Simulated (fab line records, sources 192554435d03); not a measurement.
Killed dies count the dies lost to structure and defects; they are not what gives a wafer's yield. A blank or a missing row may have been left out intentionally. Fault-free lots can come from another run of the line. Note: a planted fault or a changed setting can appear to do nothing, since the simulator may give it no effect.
Struck lot and sound lot, side by side || flow n5_finfet || 15 out of 1938 route steps
Sound: the wafers L470.1, L470.3, L470.6. The struck wafers were L474.2, L474.3. The cause is named last.
Order at every step that has rows: each side's tool, ch and its chambers, its first start. Under that, the readings that differ: sound wafers || struck wafers || difference of the means || sigmas: that difference in standard deviations of wafers without a fault.
alike: same words and numbers on both sides, and readings whose means sit less than 2 such deviations apart. not compared: any withheld reading, any reading some wafer has no value for, any bound like >300 that may hide the same value, and any number with overlapping values for which the record gives no deviation.
A row with sigmas, a row that says differs or no value, or rows on one side alone: a step with any of these is where the two part. Numbers that have no deviation but don't overlap get no sigmas and don't part them. A reading missing from all wafers of one side parts the sides only when that side holds two or more wafers.

first, 4 steps without rows for these wafers: N5_BEOL_M4_SOFTBAKE_23 (time 60 s); N5_BEOL_M4_EXPOSE_25 (exposes mask V3, defocus 5 nm); N5_BEOL_M4_PEB_26 (peb time 60 s); N5_BEOL_M4_DEVELOP_27 (develop time 30 s).
N5_BEOL_M4_CD_MEAS_28: target cd 26.2 nm, target cd y 24.1 nm.
  sound on cd_sem-03 ch 0, day 10 05:43; struck on cd_sem-02 ch 0, day 11 21:59
  alike: cd_nm
N5_BEOL_M4_OVL_MEAS_29:
  sound on overlay-02 ch 0, day 10 05:44; struck on overlay-02 ch 0, day 11 22:01
  alike: V3_OVL
N5_BEOL_M4_INSPECT_30: inspects for defects (brightfield).
  struck on defect_inspect-02, day 11 22:04; sound on defect_inspect-01, day 10 05:48
  alike: raw_defect_count
N5_BEOL_M4_DESCUM_33: chemistry O2, time 7 s.
  sound on rie_diel-02 ch 0,2, day 10 05:57; struck on rie_diel-06 ch 0,3, day 11 22:10
  alike: drypump_motor_current_A, oes_product_au, rf_vpp_V, showerhead_plenum_p_Torr, throttle_valve_pct
  not compared: rf_hours_counter_h
N5_BEOL_M4_ETCH_77: etches underlayer in N2/H2, target depth 6.5 nm, time 5.2 s.
  sound on rie_diel-02 ch 0,2, day 10 05:59; struck on rie_diel-06 ch 0,3, day 11 22:12
  alike: drypump_motor_current_A, etch_rf_on_time_s, oes_product_au, rf_vpp_V, showerhead_plenum_p_Torr, throttle_valve_pct
  not compared: rf_hours_counter_h
N5_BEOL_M4_ETCH_69: etches SiARC in CF4, target depth 15.6 nm, time 26 s.
  sound on rie_diel-02 ch 0,2, day 10 06:00; struck on rie_diel-06 ch 0,3, day 11 22:13
  alike: drypump_motor_current_A, etch_rf_on_time_s, oes_product_au, rf_vpp_V, showerhead_plenum_p_Torr, throttle_valve_pct
  not compared: rf_hours_counter_h
N5_BEOL_M4_ALD_98: deposits SiO2, target thk 2.5 nm, pulse time 1 s, co reactant pulse time 1 s.
  sound on ald_sin-02 ch 0,1,3, day 10 06:34; struck on ald_sin-02 ch 0,3, day 11 22:44
  alike: chamber_pressure_Torr, heater_power_w, precursor_pulse_height_rel
N5_BEOL_M4_ETCHBACK_99: etches SiO2 in CHF3, target depth 5 nm, time 10.4 s.
  sound on rie_diel-02 ch 0,2,3, day 11 09:37; struck on rie_diel-05 ch 0,3, day 12 17:59
  alike: drypump_motor_current_A, oes_product_au, rf_vpp_V, showerhead_plenum_p_Torr, throttle_valve_pct
  not compared: rf_hours_counter_h
N5_BEOL_M4_ETCH_70: etches SOC in N2/H2, target depth 80 nm, overetch 24 nm, time 130 s.
  sound on rie_diel-02 ch 0,2,3, day 11 09:38; struck on rie_diel-05 ch 0,3, day 12 18:02
  alike: drypump_motor_current_A, oes_product_au, rf_vpp_V, showerhead_plenum_p_Torr, throttle_valve_pct
  not compared: rf_hours_counter_h, model.SiARC_of_BEOL_M4_COAT_68.thk_nm
then, 1 step without rows for these wafers: N5_BEOL_M4_STRIP_71 (strips in N2/H2).
N5_BEOL_M4_RC_MEAS_101:
  sound on prober-01 ch 0, day 11 15:35; struck on prober-01 ch 0, day 12 22:32
  alike: DIBL_N, DIBL_P, IOFF_N, IOFF_P, ION_N, ION_P, SS_N, SS_P, VT_N, VT_P

WHERE THEY PART
Nowhere in this record.

WHY: what had been put in by the simulator
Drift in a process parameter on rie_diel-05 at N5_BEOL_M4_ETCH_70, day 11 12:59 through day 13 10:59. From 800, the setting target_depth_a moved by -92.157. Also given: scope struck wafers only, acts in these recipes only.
